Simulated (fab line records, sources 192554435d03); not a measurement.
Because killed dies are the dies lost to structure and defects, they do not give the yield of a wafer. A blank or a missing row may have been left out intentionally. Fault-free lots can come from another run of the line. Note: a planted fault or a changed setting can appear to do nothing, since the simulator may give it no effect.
What tool caused it? || flow n5 finfet || 10 lots with 26 wafers sampled at 7 steps, on a route of 1938 steps

WHAT THE GAUGES READ, wafer by wafer
N5_BEOL_M3_THK_MEAS_53: measures by xrf.
{"lot": "L800", "measured": "day 8 07:10", "on": "film metro-01", "M3_THK (nm)": "37.7 36.9 38.9"}
{"lot": "L803", "measured": "day 8 11:43", "on": "film metro-01", "M3_THK (nm)": "39.4 41.3"}
{"lot": "L806", "measured": "day 9 09:34", "on": "film metro-01", "M3_THK (nm)": "38.9 39.7"}
{"lot": "L808", "measured": "day 10 00:43", "on": "film metro-01", "M3_THK (nm)": "39.9 38.5 40.6"}
{"lot": "L807", "measured": "day 10 05:13", "on": "film metro-02", "M3_THK (nm)": "40.4 36.9 39.8"}
{"lot": "L815", "measured": "day 11 15:40", "on": "film metro-02", "M3_THK (nm)": "142.8 39.0"}
{"lot": "L817", "measured": "day 12 11:32", "on": "film metro-02", "M3_THK (nm)": "40.7 40.8 41.1"}
{"lot": "L818", "measured": "day 12 20:40", "on": "film metro-02", "M3_THK (nm)": "144.6 41.7"}
{"lot": "L820", "measured": "day 13 10:28", "on": "film metro-02", "M3_THK (nm)": "34.7 39.3 36.7"}
{"lot": "L821", "measured": "day 13 10:45", "on": "film metro-01", "M3_THK (nm)": "34.2 39.8 36.1"}

N5_BEOL_M3_INSPECT_59: inspects for defects (darkfield).
{"lot": "L800", "measured": "day 8 07:33", "on": "defect inspect-02", "raw defect count": "155 150 95"}
{"lot": "L803", "measured": "day 8 12:00", "on": "defect inspect-01", "raw defect count": "104 68"}
{"lot": "L806", "measured": "day 9 09:52", "on": "defect inspect-02", "raw defect count": "99 78"}
{"lot": "L808", "measured": "day 10 00:59", "on": "defect inspect-01", "raw defect count": "45 86 74"}
{"lot": "L807", "measured": "day 10 05:31", "on": "defect inspect-02", "raw defect count": "68 55 59"}
{"lot": "L815", "measured": "day 11 15:57", "on": "defect inspect-01", "raw defect count": "5069 47"}
{"lot": "L817", "measured": "day 12 12:03", "on": "defect inspect-01", "raw defect count": "112 77 95"}
{"lot": "L818", "measured": "day 12 21:01", "on": "defect inspect-02", "raw defect count": "5133 77"}
{"lot": "L820", "measured": "day 13 10:48", "on": "defect inspect-01", "raw defect count": "60 100 55"}
{"lot": "L821", "measured": "day 13 11:02", "on": "defect inspect-01", "raw defect count": "85 98 56"}

N5_BEOL_M4_RC_MEAS_101.
{"lot": "L800", "measured": "day 8 17:34", "on": "prober-01", "DIBL_N (mV/V)": "33.6 35.9 35.9", "DIBL_P (mV/V)": "32.6 34.8 34.9", "IOFF_N (nA/um)": "0.11 0.14 0.14", "IOFF_P (nA/um)": "0.16 0.20 0.20", "ION_N (uA/um)": "674 674 691", "ION_P (uA/um)": "460 461 472", "SS_N (mV/dec)": "70.4 71.5 71.7", "SS_P (mV/dec)": "72.6 72.8 73.2", "VT_N (mV)": "254 252 251", "VT_P (mV)": "-251.9 -248.7 -249.1"}
{"lot": "L803", "measured": "day 9 05:28", "on": "prober-02", "DIBL_N (mV/V)": "35.9 38.0", "DIBL_P (mV/V)": "35.7 37.9", "IOFF_N (nA/um)": "0.13 0.19", "IOFF_P (nA/um)": "0.19 0.22", "ION_N (uA/um)": "645 697", "ION_P (uA/um)": "447 470", "SS_N (mV/dec)": "71.4 71.5", "SS_P (mV/dec)": "73.9 74.1", "VT_N (mV)": "255 246", "VT_P (mV)": "-252.4 -249.1"}
{"lot": "L806", "measured": "day 9 21:51", "on": "prober-02", "DIBL_N (mV/V)": "32.4 36.9", "DIBL_P (mV/V)": "32.2 36.6", "IOFF_N (nA/um)": "0.11 0.18", "IOFF_P (nA/um)": "0.17 0.23", "ION_N (uA/um)": "673 680", "ION_P (uA/um)": "463 460", "SS_N (mV/dec)": "70.6 72.2", "SS_P (mV/dec)": "72.5 73.7", "VT_N (mV)": "253 248", "VT_P (mV)": "-250.5 -249.3"}
{"lot": "L808", "measured": "day 10 12:14", "on": "prober-02", "DIBL_N (mV/V)": "35.8 37.3 34.9", "DIBL_P (mV/V)": "33.7 35.3 34.2", "IOFF_N (nA/um)": "0.16 0.17 0.14", "IOFF_P (nA/um)": "0.19 0.20 0.19", "ION_N (uA/um)": "682 685 674", "ION_P (uA/um)": "468 466 469", "SS_N (mV/dec)": "70.4 71.9 71.3", "SS_P (mV/dec)": "72.5 74.0 73.3", "VT_N (mV)": "247 248 250", "VT_P (mV)": "-248.5 -251.6 -251.7"}
{"lot": "L807", "measured": "day 10 15:54", "on": "prober-02", "DIBL_N (mV/V)": "37.2 38.9 35.4", "DIBL_P (mV/V)": "35.2 36.9 33.4", "IOFF_N (nA/um)": "0.17 0.19 0.13", "IOFF_P (nA/um)": "0.20 0.22 0.17", "ION_N (uA/um)": "675 687 670", "ION_P (uA/um)": "458 469 463", "SS_N (mV/dec)": "71.4 71.9 71.0", "SS_P (mV/dec)": "72.9 73.0 72.4", "VT_N (mV)": "249 250 255", "VT_P (mV)": "-251.0 -249.8 -253.7"}
{"lot": "L815", "measured": "day 12 04:11", "on": "prober-02", "DIBL_N (mV/V)": 33.5, "DIBL_P (mV/V)": 31.8, "IOFF_N (nA/um)": 0.10, "IOFF_P (nA/um)": 0.16, "ION_N (uA/um)": 657, "ION_P (uA/um)": 460, "SS_N (mV/dec)": 70.1, "SS_P (mV/dec)": 72.1, "VT_N (mV)": 258, "VT_P (mV)": -248.2}
{"lot": "L817", "measured": "day 13 05:27", "on": "prober-02", "DIBL_N (mV/V)": "34.2 33.0 39.0", "DIBL_P (mV/V)": "33.5 34.1 40.5", "IOFF_N (nA/um)": "0.12 0.13 0.24", "IOFF_P (nA/um)": "0.18 0.19 0.30", "ION_N (uA/um)": "666 670 702", "ION_P (uA/um)": "460 469 486", "SS_N (mV/dec)": "70.2 70.6 71.8", "SS_P (mV/dec)": "72.3 72.6 74.1", "VT_N (mV)": "255 249 244", "VT_P (mV)": "-250.9 -249.6 -244.9"}
{"lot": "L818", "measured": "day 13 06:46", "on": "prober-01", "DIBL_N (mV/V)": 34.3, "DIBL_P (mV/V)": 35.1, "IOFF_N (nA/um)": 0.13, "IOFF_P (nA/um)": 0.19, "ION_N (uA/um)": 685, "ION_P (uA/um)": 471, "SS_N (mV/dec)": 70.7, "SS_P (mV/dec)": 72.5, "VT_N (mV)": 251, "VT_P (mV)": -250.4}
{"lot": "L820", "measured": "day 13 22:04", "on": "prober-02", "DIBL_N (mV/V)": "33.6 34.4 37.1", "DIBL_P (mV/V)": "33.1 32.8 36.3", "IOFF_N (nA/um)": "0.12 0.14 0.17", "IOFF_P (nA/um)": "0.17 0.16 0.21", "ION_N (uA/um)": "673 679 673", "ION_P (uA/um)": "463 453 449", "SS_N (mV/dec)": "70.5 71.0 72.3", "SS_P (mV/dec)": "72.1 72.0 73.5", "VT_N (mV)": "251 252 250", "VT_P (mV)": "-255.0 -253.8 -249.5"}
{"lot": "L821", "measured": "day 14 02:41", "on": "prober-01", "DIBL_N (mV/V)": "35.3 35.0 35.3", "DIBL_P (mV/V)": "33.6 31.5 33.0", "IOFF_N (nA/um)": "0.14 0.12 0.14", "IOFF_P (nA/um)": "0.21 0.16 0.18", "ION_N (uA/um)": "667 660 682", "ION_P (uA/um)": "466 459 466", "SS_N (mV/dec)": "71.1 71.0 71.3", "SS_P (mV/dec)": "72.9 72.0 72.1", "VT_N (mV)": "249 254 251", "VT_P (mV)": "-250.5 -252.2 -250.8"}

WHICH TOOL RAN EACH LOT (tool, then ch and the chambers of the sampled wafers, then the start)
{"lot": "L800", "N5_BEOL_M3_SPUTTER_90": "pvd sputter-03, day 8 05:43", "N5_BEOL_M3_ANNEAL_91": "pvd sputter-03, day 8 05:47", "N5_BEOL_M3_ANNEAL_95": "pvd sputter-03, day 8 06:14", "N5_BEOL_M3_CMP_52": "cmp-01 ch 1,3, day 8 06:52"}
{"lot": "L803", "N5_BEOL_M3_SPUTTER_90": "pvd sputter-03, day 8 10:16", "N5_BEOL_M3_ANNEAL_91": "pvd sputter-03, day 8 10:21", "N5_BEOL_M3_ANNEAL_95": "pvd sputter-03, day 8 10:47", "N5_BEOL_M3_CMP_52": "cmp-02 ch 0,2, day 8 11:28"}
{"lot": "L806", "N5_BEOL_M3_SPUTTER_90": "pvd sputter-01, day 9 08:07", "N5_BEOL_M3_ANNEAL_91": "pvd sputter-01, day 9 08:12", "N5_BEOL_M3_ANNEAL_95": "pvd sputter-01, day 9 08:38", "N5_BEOL_M3_CMP_52": "cmp-02 ch 1,3, day 9 09:21"}
{"lot": "L808", "N5_BEOL_M3_SPUTTER_90": "pvd sputter-03, day 9 22:59", "N5_BEOL_M3_ANNEAL_91": "pvd sputter-03, day 9 23:04", "N5_BEOL_M3_ANNEAL_95": "pvd sputter-03, day 9 23:31", "N5_BEOL_M3_CMP_52": "cmp-04 ch 0,2,3, day 10 00:25"}
{"lot": "L807", "N5_BEOL_M3_SPUTTER_90": "pvd sputter-01, day 10 03:30", "N5_BEOL_M3_ANNEAL_91": "pvd sputter-01, day 10 03:35", "N5_BEOL_M3_ANNEAL_95": "pvd sputter-01, day 10 04:01", "N5_BEOL_M3_CMP_52": "cmp-01 ch 0,1,2, day 10 05:00"}
{"lot": "L815", "N5_BEOL_M3_SPUTTER_90": "pvd sputter-01, day 11 14:13", "N5_BEOL_M3_ANNEAL_91": "pvd sputter-01, day 11 14:17", "N5_BEOL_M3_ANNEAL_95": "pvd sputter-01, day 11 14:44", "N5_BEOL_M3_CMP_52": "cmp-02 ch 2,3, day 11 15:26"}
{"lot": "L817", "N5_BEOL_M3_SPUTTER_90": "pvd sputter-03, day 12 10:06", "N5_BEOL_M3_ANNEAL_91": "pvd sputter-03, day 12 10:11", "N5_BEOL_M3_ANNEAL_95": "pvd sputter-03, day 12 10:37", "N5_BEOL_M3_CMP_52": "cmp-01 ch 0,1,2, day 12 11:15"}
{"lot": "L818", "N5_BEOL_M3_SPUTTER_90": "pvd sputter-01, day 12 19:14", "N5_BEOL_M3_ANNEAL_91": "pvd sputter-01, day 12 19:19", "N5_BEOL_M3_ANNEAL_95": "pvd sputter-01, day 12 19:45", "N5_BEOL_M3_CMP_52": "cmp-02 ch 2,3, day 12 20:29"}
{"lot": "L820", "N5_BEOL_M3_SPUTTER_90": "pvd sputter-01, day 13 09:01", "N5_BEOL_M3_ANNEAL_91": "pvd sputter-01, day 13 09:06", "N5_BEOL_M3_ANNEAL_95": "pvd sputter-01, day 13 09:32", "N5_BEOL_M3_CMP_52": "cmp-01 ch 0,3, day 13 10:10"}
{"lot": "L821", "N5_BEOL_M3_SPUTTER_90": "pvd sputter-03, day 13 09:16", "N5_BEOL_M3_ANNEAL_91": "pvd sputter-03, day 13 09:21", "N5_BEOL_M3_ANNEAL_95": "pvd sputter-03, day 13 09:47", "N5_BEOL_M3_CMP_52": "cmp-01 ch 1,2,3, day 13 10:32"}
- N5_BEOL_M3_SPUTTER_90: material Cu, target thk 4.5 nm, time 8.29 s.
- N5_BEOL_M3_ANNEAL_91: time 240 s.
- N5_BEOL_M3_ANNEAL_95: time 240 s.
- N5_BEOL_M3_CMP_52: polishes, stops on SiOC, t overpolish 6.8 s, target thk 40 nm.

WHAT THE TOOLS THEMSELVES READ (means of the sampled wafers that have a number; where no wafer has one, the mark that the record gives instead)
N5_BEOL_M3_SPUTTER_90.
{"lot": "L800", "tool": "pvd sputter-03", "throttle valve pct (%)": 30.3}
{"lot": "L803", "tool": "pvd sputter-03", "throttle valve pct (%)": 30.4}
{"lot": "L806", "tool": "pvd sputter-01", "throttle valve pct (%)": 30.4}
{"lot": "L808", "tool": "pvd sputter-03", "throttle valve pct (%)": 30.5}
{"lot": "L807", "tool": "pvd sputter-01", "throttle valve pct (%)": 29.5}
{"lot": "L815", "tool": "pvd sputter-01", "throttle valve pct (%)": 30.2}
{"lot": "L817", "tool": "pvd sputter-03", "throttle valve pct (%)": 30.3}
{"lot": "L818", "tool": "pvd sputter-01", "throttle valve pct (%)": 30.8}
{"lot": "L820", "tool": "pvd sputter-01", "throttle valve pct (%)": 29.0}
{"lot": "L821", "tool": "pvd sputter-03", "throttle valve pct (%)": 30.6}

N5_BEOL_M3_ANNEAL_91.
{"lot": "L800", "tool": "pvd sputter-03", "heater power w (W)": 779}
{"lot": "L803", "tool": "pvd sputter-03", "heater power w (W)": 780}
{"lot": "L806", "tool": "pvd sputter-01", "heater power w (W)": 826}
{"lot": "L808", "tool": "pvd sputter-03", "heater power w (W)": 762}
{"lot": "L807", "tool": "pvd sputter-01", "heater power w (W)": 788}
{"lot": "L815", "tool": "pvd sputter-01", "heater power w (W)": 798}
{"lot": "L817", "tool": "pvd sputter-03", "heater power w (W)": 745}
{"lot": "L818", "tool": "pvd sputter-01", "heater power w (W)": 865}
{"lot": "L820", "tool": "pvd sputter-01", "heater power w (W)": 788}
{"lot": "L821", "tool": "pvd sputter-03", "heater power w (W)": 793}

N5_BEOL_M3_ANNEAL_95.
{"lot": "L800", "tool": "pvd sputter-03", "heater power w (W)": 760}
{"lot": "L803", "tool": "pvd sputter-03", "heater power w (W)": 766}
{"lot": "L806", "tool": "pvd sputter-01", "heater power w (W)": 826}
{"lot": "L808", "tool": "pvd sputter-03", "heater power w (W)": 753}
{"lot": "L807", "tool": "pvd sputter-01", "heater power w (W)": 769}
{"lot": "L815", "tool": "pvd sputter-01", "heater power w (W)": 798}
{"lot": "L817", "tool": "pvd sputter-03", "heater power w (W)": 764}
{"lot": "L818", "tool": "pvd sputter-01", "heater power w (W)": 856}
{"lot": "L820", "tool": "pvd sputter-01", "heater power w (W)": 781}
{"lot": "L821", "tool": "pvd sputter-03", "heater power w (W)": 771}

N5_BEOL_M3_CMP_52.
{"lot": "L800", "tool": "cmp-01", "barrier field endpoint s (s)": 23.2, "clearing platen down force psi (psi)": 1.4994, "motor current A (A)": 6.2, "overpolish run s (s)": 6.794, "pad life wafers": 1591, "platen rpm (rpm)": 49.97, "retaining ring pressure frac": 1.004, "time to endpoint s (s)": 57}
{"lot": "L803", "tool": "cmp-02", "barrier field endpoint s (s)": 25.1, "clearing platen down force psi (psi)": 1.5003, "motor current A (A)": 6.5, "overpolish run s (s)": 6.819, "pad life wafers": 1754, "platen rpm (rpm)": 49.99, "retaining ring pressure frac": 1.002, "time to endpoint s (s)": 70}
{"lot": "L806", "tool": "cmp-02", "barrier field endpoint s (s)": 25.1, "clearing platen down force psi (psi)": 1.4995, "motor current A (A)": 6.0, "overpolish run s (s)": 6.789, "pad life wafers": 1958, "platen rpm (rpm)": 50.02, "retaining ring pressure frac": 0.996, "time to endpoint s (s)": 65}
{"lot": "L808", "tool": "cmp-04", "barrier field endpoint s (s)": 23.4, "clearing platen down force psi (psi)": 1.5002, "motor current A (A)": 6.4, "overpolish run s (s)": 6.800, "pad life wafers": 553, "platen rpm (rpm)": 50.03, "retaining ring pressure frac": 1.000, "time to endpoint s (s)": 58}
{"lot": "L807", "tool": "cmp-01", "barrier field endpoint s (s)": 24.7, "clearing platen down force psi (psi)": 1.4977, "motor current A (A)": 6.7, "overpolish run s (s)": 6.803, "pad life wafers": 1910, "platen rpm (rpm)": 50.01, "retaining ring pressure frac": 1.000, "time to endpoint s (s)": 69}
{"lot": "L815", "tool": "cmp-02", "barrier field endpoint s (s)": 32.9, "clearing platen down force psi (psi)": 1.4996, "motor current A (A)": 6.3, "overpolish run s (s)": 3.421, "pad life wafers": 350, "platen rpm (rpm)": 50.01, "retaining ring pressure frac": 1.005, "time to endpoint s (s)": 72}
{"lot": "L817", "tool": "cmp-01", "barrier field endpoint s (s)": 25.2, "clearing platen down force psi (psi)": 1.4965, "motor current A (A)": 6.6, "overpolish run s (s)": 6.801, "pad life wafers": 343, "platen rpm (rpm)": 49.99, "retaining ring pressure frac": 1.000, "time to endpoint s (s)": 66}
{"lot": "L818", "tool": "cmp-02", "barrier field endpoint s (s)": 33.0, "clearing platen down force psi (psi)": 1.5019, "motor current A (A)": 6.6, "overpolish run s (s)": 3.413, "pad life wafers": 555, "platen rpm (rpm)": 50.02, "retaining ring pressure frac": 1.002, "time to endpoint s (s)": 72}
{"lot": "L820", "tool": "cmp-01", "barrier field endpoint s (s)": 23.6, "clearing platen down force psi (psi)": 1.4974, "motor current A (A)": 5.7, "overpolish run s (s)": 6.810, "pad life wafers": 546, "platen rpm (rpm)": 50.00, "retaining ring pressure frac": 1.004, "time to endpoint s (s)": 58}
{"lot": "L821", "tool": "cmp-01", "barrier field endpoint s (s)": 23.7, "clearing platen down force psi (psi)": 1.4994, "motor current A (A)": 6.2, "overpolish run s (s)": 6.799, "pad life wafers": 554, "platen rpm (rpm)": 50.01, "retaining ring pressure frac": 1.001, "time to endpoint s (s)": 58}

THE ANSWER, worked out from the rows above alone
Rule: what is usual is taken from the lots themselves. The widest of any qualifying gaps counts: lots, ordered by their means at a reading, are off when they make up no more than a third of the lots, leave a main group of 4 or more, and stand apart from it by 3 or more times the standard deviation of that group's means. The tables above print the reading to a certain number of digits; a main group whose means all agree to those digits is not used. A lot without any number at a reading at which 4 lots or more have one is off too. Where the step has rows for the other lots, those lots are counted as sound. First the gauges in route order, then the tools' own readings, where a lot's mean is used as printed above. The first step at which some lot is off is used, and at that step the reading that is off furthest; a lot without a number counts as furthest.
Off: L815, L818, at N5_BEOL_M3_THK_MEAS_53 (M3_THK). The main group: mean 38.8 nm, standard deviation 1.4.
A tool fits if, at a process step before that reading, it ran every lot that is off, and no sound lot after the first of them. The gauges at N5_BEOL_M3_THK_MEAS_53 aren't tried: what is off there is off at N5_BEOL_M3_INSPECT_59 too, on other tools, and a gauge's error can't cause that. One fits: cmp-02 at N5_BEOL_M3_CMP_52. Its last sound lot is L806 (day 9 09:21), its first lot that is off L815 (day 11 15:26): a fault that began between those two fits.
The tool's own readings at N5_BEOL_M3_CMP_52 bear it out: on the lots that are off they differ by more than 5 times the standard deviation of the sound lots' means. barrier field endpoint s reads 33.0 s there against 24.2 s on the sound lots; overpolish run s reads 3.417 s there against 6.802 s on the sound lots.

WHAT THE SIMULATOR PUT IN
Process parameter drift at N5_BEOL_M3_CMP_52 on cmp-02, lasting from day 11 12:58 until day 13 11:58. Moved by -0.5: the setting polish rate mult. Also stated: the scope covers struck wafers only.
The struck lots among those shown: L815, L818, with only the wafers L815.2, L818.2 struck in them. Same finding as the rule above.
